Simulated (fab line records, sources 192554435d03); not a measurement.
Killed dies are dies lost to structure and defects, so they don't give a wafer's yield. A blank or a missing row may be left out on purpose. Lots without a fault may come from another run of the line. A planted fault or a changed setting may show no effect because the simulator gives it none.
A struck lot beside a sound one | flow n5_finfet | 36 steps out of a route of 1938
Sound: wafers L206.1, L206.3, L206.5. Struck: wafer L203.2. (L203.6 of the same lot was not struck and is left out.) The cause comes at the end.
At each step with rows: each side's tool, then ch and its chambers, then its first start. Under that, the readings that differ: sound wafers | struck wafers | difference of the means | sigmas: that difference in standard deviations of wafers without a fault.
alike: readings whose means differ by less than 2 such deviations, and words and numbers that are the same on both sides. not compared: withheld readings, readings that some wafer has no value for, bounds like >300 that may hide the same value, and numbers for which the record gives no deviation and whose values overlap.
The two part at a step that has a row with sigmas, a row that says differs or no value, or rows on one side only. Numbers that don't overlap but have no deviation are shown without sigmas and don't part them. A reading that every wafer of one side lacks parts them only if that side has two wafers or more.

first, 9 steps without rows for these wafers: N5_BEOL_M10_COAT_60 (time 60 s, resist thk 30 nm); N5_BEOL_M10_COAT_05 (resist thk 90 nm); N5_BEOL_M10_EBR_07; N5_BEOL_M10_SOFTBAKE_06 (time 60 s); N5_BEOL_M10_EXPOSE_08 (exposes mask M10); N5_BEOL_M10_PEB_09 (peb time 60 s); N5_BEOL_M10_DEVELOP_10 (develop time 30 s); N5_BEOL_M10_DESCUM_16 (chemistry O2, time 7.9 s); N5_BEOL_M10_ETCH_61 (etches SiARC in CF4, target depth 39 nm, time 65 s).
N5_BEOL_M10_ETCH_62: etches SOC in N2/H2, target depth 110 nm, overetch 22 nm, time 165 s.
  sound on rie_diel-04 ch 0,1,2, day 13 07:17; struck on rie_diel-02 ch 3, day 13 02:26
  reading                                     | sound          | struck | difference | sigmas
  model.SiARC_of_BEOL_M10_COAT_60.thk_nm (nm) | 23.6 23.4 23.4 | 18.8   | -4.7       |
  model.BEOL_M10.cd_offset_nm (nm)            | -0.6 0 0       | 2      | +2         |
  alike: drypump_motor_current_A, oes_product_au, rf_vpp_V, showerhead_plenum_p_Torr, throttle_valve_pct
  not compared: rf_hours_counter_h
then, 2 steps without rows for these wafers: N5_BEOL_M10_STRIP_68 (strips in N2/H2); N5_BEOL_M10_STRIP_67 (strips in CF4).
N5_BEOL_M10_HM_OPEN_17: chemistry Cl2/BCl3, target TiN, target depth 20 nm, overetch 6 nm.
  sound on rie_metal-02 ch 0,1, day 13 07:28; struck on rie_metal-02 ch 0, day 13 02:37
  reading                          | sound       | struck | difference | sigmas
  model.BEOL_M10.cd_offset_nm (nm) | -0.6 0 -0.2 | 2      | +2         |
  alike: drypump_motor_current_A, oes_ar_750_au, oes_product_au, throttle_valve_pct
  not compared: rf_hours_counter_h
then, 1 step without rows for these wafers: N5_BEOL_M10_STRIP_19 (strips in O2).
N5_BEOL_M10_CD_MEAS_18: pitch 140 nm, target cd 70 nm.
  sound on cd_sem-03, day 13 07:39; struck on cd_sem-02, day 13 02:50
  reading    | sound          | struck | difference | sigmas
  cd_nm (nm) | 69.5 69.8 69.5 | 71.4   | +1.8       | +3
then, 20 steps without rows for these wafers: N5_BEOL_M10_COAT_63 (time 60 s, resist thk 100 nm); N5_BEOL_M10_COAT_64 (time 60 s, resist thk 30 nm); N5_BEOL_M10_COAT_22 (resist thk 90 nm); N5_BEOL_M10_EBR_24; N5_BEOL_M10_SOFTBAKE_23 (time 60 s); N5_BEOL_M10_EXPOSE_25 (exposes mask V9); N5_BEOL_M10_PEB_26 (peb time 60 s); N5_BEOL_M10_DEVELOP_27 (develop time 30 s); N5_BEOL_M10_DESCUM_33 (chemistry O2, time 7.9 s); N5_BEOL_M10_ETCH_65 (etches SiARC in CF4, target depth 39 nm, time 65 s); N5_BEOL_M10_ETCH_66 (etches SOC in N2/H2, target depth 120 nm, overetch 24 nm, time 180 s); N5_BEOL_M10_STRIP_69 (strips in N2/H2); N5_BEOL_M10_VIA_ETCH_34 (etches SiCOH lowk in C4F6/O2, target depth 184.5 nm, time 69.2 s); N5_BEOL_M10_STRIP_73 (strips in C4F6/O2); N5_BEOL_M10_STRIP_36 (strips in N2/H2); N5_BEOL_M10_TRENCH_ETCH_37 (etches SiCOH lowk in C4F6/O2, target depth 148.83 nm, time 48 s); N5_BEOL_M10_ETCH_41 (etches SiCN in CH3F/O2, target depth 42.6 nm, time 86 s); N5_BEOL_M10_STRIP_77 (strips in N2/H2, time 10 s); N5_BEOL_M10_HM_STRIP_39 (strips TiN in peroxide tin strip, target depth 25 nm, time 158 s); N5_BEOL_M10_SRD_40 (time 30 s).
-- the record jumps here: 2 days lie between the struck wafers' starts before and after (it left off in module BEOL_M10 and takes up again in module PASSIVATION, whose first step shown is number 1936 of the route) --
N5_PASSIVATION_PROBE_49:
  sound on prober-01, day 15 08:42; struck on prober-01, day 15 04:47
  reading                  | sound          | struck | difference | sigmas
  defect_limited_yield (%) | 90.4 89.3 91.4 | 87.4   | -3.0       | -2
  killed_at_front_end      | 52 51 41       | 82     | +34        | +3
  killed_dies              | 113 126 102    | 149    | +35        | +2
  killed_open              | 84 86 63       | 100    | +22        | +2
  sort_bin_5_function (%)  | 5.9 6.9 4.3    | 7.8    | +2.1       | +2
  sort_n_pass              | 1067 1054 1078 | 1031   | -35        | -2
  sort_yield_pct (%)       | 90.4 89.3 91.4 | 87.4   | -3.0       | -2
  alike: killed_at_M0_to_M3, killed_at_M4_up, killed_at_contacts, killed_at_other, killed_short, sort_bin_6_memory

WHERE THEY PART
First at N5_BEOL_M10_CD_MEAS_18; last, within this record, at N5_PASSIVATION_PROBE_49.

WHY: what the simulator had put in
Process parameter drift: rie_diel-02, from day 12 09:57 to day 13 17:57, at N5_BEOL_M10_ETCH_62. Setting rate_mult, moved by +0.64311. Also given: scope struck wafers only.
